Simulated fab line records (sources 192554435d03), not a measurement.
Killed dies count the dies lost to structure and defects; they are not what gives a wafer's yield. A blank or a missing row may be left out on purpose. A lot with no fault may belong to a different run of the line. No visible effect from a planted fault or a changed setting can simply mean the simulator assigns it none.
Code-filled problem report in 8D (eight disciplines) form    flow n5-finfet    the parts of the form that need people (team, actions taken, sign-off) are left out

1. THE ISSUE
At N5_PASSIVATION_VIA_ETCH_13, etch-rf-on-time-s averages 193 s over 3 wafers from 3 lots, while fault-free wafers read 233 s, standard deviation 4.9. That is -8.1 standard deviations from the usual mean.
The step: etches SiO2 in CHF3/O2, target depth 660 nm, time 330 s.
Seen first at day 17 07:06 on rie-diel-01, wafer L819.2. The record holds 30 wafers of 11 lots with a number at this step. By rule, "out" or "out of limits" means more than 4 standard deviations away from the usual mean. The rest of the wafers with a number are treated as sound.

2. WHAT THIS IS AND IS NOT
question                     is                        is not
which readings at this step  etch-rf-on-time-s         O2_flow_sccm, drypump-motor-current-A, oes-product-au, rf-vpp-V, showerhead-plenum-p-Torr
which lots                   L818, L819, L821          L804, L806, L807, L809, L812, L816, L820, L827
which wafers of those lots   L818.2, L819.2, L821.4    L818.3, L819.3, L821.3
read on which tools          rie-diel-01, rie-diel-05  rie-diel-06
when                         from day 17 07:06         up to then (22 sound wafers); but 5 sound wafers of L818, L821, L827 came after

3. WHAT RULES OUT EACH SUSPECT
Counting: if a tool at a process step up to the reading ran every lot that is out, it stays a suspect. Sound lots after the first of them don't rule it out here, since some wafers of a struck lot are sound.
- pecvd-03 at N5_PASSIVATION_PECVD_55 (deposits SiO2 from SiH4/N2O, target thk 400 nm, time 22.5 s): kept. Ran every lot that is out, first one L819 (day 17 05:16); last sound lot up to then L812 (day 14 13:22).
After counting, what remains is pecvd-03 at N5_PASSIVATION_PECVD_55.

4. THE CAUSE (what the simulator had put in)
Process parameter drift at N5_PASSIVATION_PECVD_55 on pecvd-03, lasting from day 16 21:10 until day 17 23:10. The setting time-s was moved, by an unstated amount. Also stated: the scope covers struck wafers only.
Counting left only this tool.

5. THE CHAIN OF EFFECTS, in route order
One row per reading whose mean, taken over the struck wafers that have a number, lies over 3 standard deviations from the usual. Only readings whose record carries a usual standard deviation are examined. hours: median over the lots of the time between each lot's start at the first step of this table that gives one and its start at this step. sigmas: the change, counted in usual standard deviations.
hours  step                        reading            usual  on struck wafers  change  sigmas
0      N5_PASSIVATION_VIA_ETCH_13  etch-rf-on-time-s  233 s  193               -40     -8.1
The process steps in it:
- N5_PASSIVATION_VIA_ETCH_13: etches SiO2 in CHF3/O2, target depth 660 nm, time 330 s.

6. WHAT WOULD HAVE CAUGHT IT SOONER
First out-of-limits reading in this record: day 17 07:06, which is 10 hours after fault onset at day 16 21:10.
Of the tool readings at N5_PASSIVATION_PECVD_55 for which the record gives a usual standard deviation, none was out on any struck wafer, so an alarm limit of 4 standard deviations on them would not have fired.
Among the 3 lots that are out, L821 began N5_PASSIVATION_PECVD_55 on pecvd-03 after day 17 07:06. A tool hold placed at that time would have kept it from harm.
